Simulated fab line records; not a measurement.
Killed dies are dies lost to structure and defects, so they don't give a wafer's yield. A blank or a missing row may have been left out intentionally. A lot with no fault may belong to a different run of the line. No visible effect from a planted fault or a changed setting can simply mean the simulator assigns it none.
A struck lot beside a sound one ; flow n5Finfet ; 18 steps out of a route of 1938
Sound: these wafers, L519.2, L519.3, L519.5. Struck: wafer L510.2. (L510.1, L510.6 of the same lot were not struck and are left out.) The cause comes at the end.
Order at every step that has rows: each side's tool, ch and its chambers, its first start. Under that, the readings that differ: sound wafers ; struck wafers ; difference of the means ; sigmas: that difference in standard deviations of wafers without a fault.
alike: readings with means less than 2 such deviations apart, plus words and numbers identical on both sides. not compared: withheld readings, readings lacking a value on some wafer, bounds such as >300 that could conceal the same value, and numbers that have no deviation in the record and whose values overlap.
Wherever a step has rows on one side only, a row that says differs or no value, or a row with sigmas, the two part there. Numbers that don't overlap but have no deviation are shown without sigmas and don't part them. A reading missing from all wafers of one side parts the sides only when that side holds two or more wafers.

first, 1 step without rows for these wafers: N5_BEOL_M4_ANNEAL_82 (time 240 s).
N5_BEOL_M4_SPUTTER_86: material Cu, target thk 4.5 nm, time 8.29 s.
  sound on pvdSputter-01 at day 12 03:15; struck on pvdSputter-01 at day 9 21:11
  alike: throttleValvePct
then, 1 step without rows for these wafers: N5_BEOL_M4_ANNEAL_87 (time 240 s).
N5_BEOL_M4_SPUTTER_88: material Cu, target thk 4.5 nm, time 8.29 s.
  sound on pvdSputter-01 at day 12 03:28; struck on pvdSputter-01 at day 9 21:25
  alike: throttleValvePct
then, 1 step without rows for these wafers: N5_BEOL_M4_ANNEAL_89 (time 240 s).
N5_BEOL_M4_SPUTTER_90: material Cu, target thk 4.5 nm, time 8.29 s.
  sound on pvdSputter-01 at day 12 03:41; struck on pvdSputter-01 at day 9 21:38
  alike: throttleValvePct
then, 2 steps without rows for these wafers: N5_BEOL_M4_ANNEAL_91 (time 240 s); N5_BEOL_M4_SPUTTER_92 (material Cu, target thk 4.5 nm, time 8.29 s).
N5_BEOL_M4_ANNEAL_93: time 240 s.
  sound on pvdSputter-01 at day 12 03:59; struck on pvdSputter-01 at day 9 21:56
  alike: heaterPowerW
then, 1 step without rows for these wafers: N5_BEOL_M4_SPUTTER_94 (material Cu, target thk 4.5 nm, time 8.29 s).
N5_BEOL_M4_ANNEAL_95: time 240 s.
  sound on pvdSputter-01 at day 12 04:13; struck on pvdSputter-01 at day 9 22:09
  alike: heaterPowerW
then, 1 step without rows for these wafers: N5_BEOL_M4_SPUTTER_96 (material Cu, target thk 4.5 nm, time 8.29 s).
N5_BEOL_M4_ECD_50: material Cu, target thk 300 nm.
  sound on ecdCu-01 ch 0, day 12 04:28; struck on ecdCu-02 ch 1, day 9 22:24
reading;sound;struck;difference;sigmas
model.Cu_of_BEOL_M4_ECD_50.thkNm (nm);299.4 298.6 300;421.8;+122.5;
then, 1 step without rows for these wafers: N5_BEOL_M4_ANNEAL_51 (time 90 s).
N5_BEOL_M4_CMP_52: polishes, stops on SiOC, t overpolish 6.8 s, target thk 40 nm.
  sound on cmp-04 ch 2,3, day 12 04:50; struck on cmp-02 ch 1, day 9 22:50
reading;sound;struck;difference;sigmas
motorCurrentA (A);5.5 4.8 5.3;7.5;+2.3;+3
timeToEndpointS (s);61.8 62.0 61.6;86.2;+24.4;+9
  not compared: padLifeWafers
N5_BEOL_M4_THK_MEAS_53: measures by xrf.
  sound on filmMetro-01 at day 12 05:08; struck on filmMetro-01 at day 9 23:08
reading;sound;struck;difference;sigmas
M4_THK (nm);43.2 41.4 42.7;38.7;-3.7;-3
N5_BEOL_M4_RC_MEAS_101:
  sound on prober-01 ch 0, day 12 05:40; struck on prober-02 ch 0, day 9 23:26
reading;sound;struck;difference;sigmas
SS_N (mV/dec);71.7 72.6 71.6;70.6;-1.4;-3
  alike: DIBL_N, DIBL_P, IOFF_N, IOFF_P, ION_N, ION_P, SS_P, VT_N, VT_P
-- here the record skips 4 days between the struck wafers' starts before and after, leaving off in module BEOL_M4 and picking up in module PASSIVATION (first step shown: number 1936 of the route) --
N5_PASSIVATION_PROBE_49:
  record: rows for the struck wafers here (prober-01, day 14 11:10), none for the sound ones

WHERE THEY PART
Last at N5_PASSIVATION_PROBE_49 as far as this record goes, first at N5_BEOL_M4_CMP_52.

WHY: what had been put in by the simulator
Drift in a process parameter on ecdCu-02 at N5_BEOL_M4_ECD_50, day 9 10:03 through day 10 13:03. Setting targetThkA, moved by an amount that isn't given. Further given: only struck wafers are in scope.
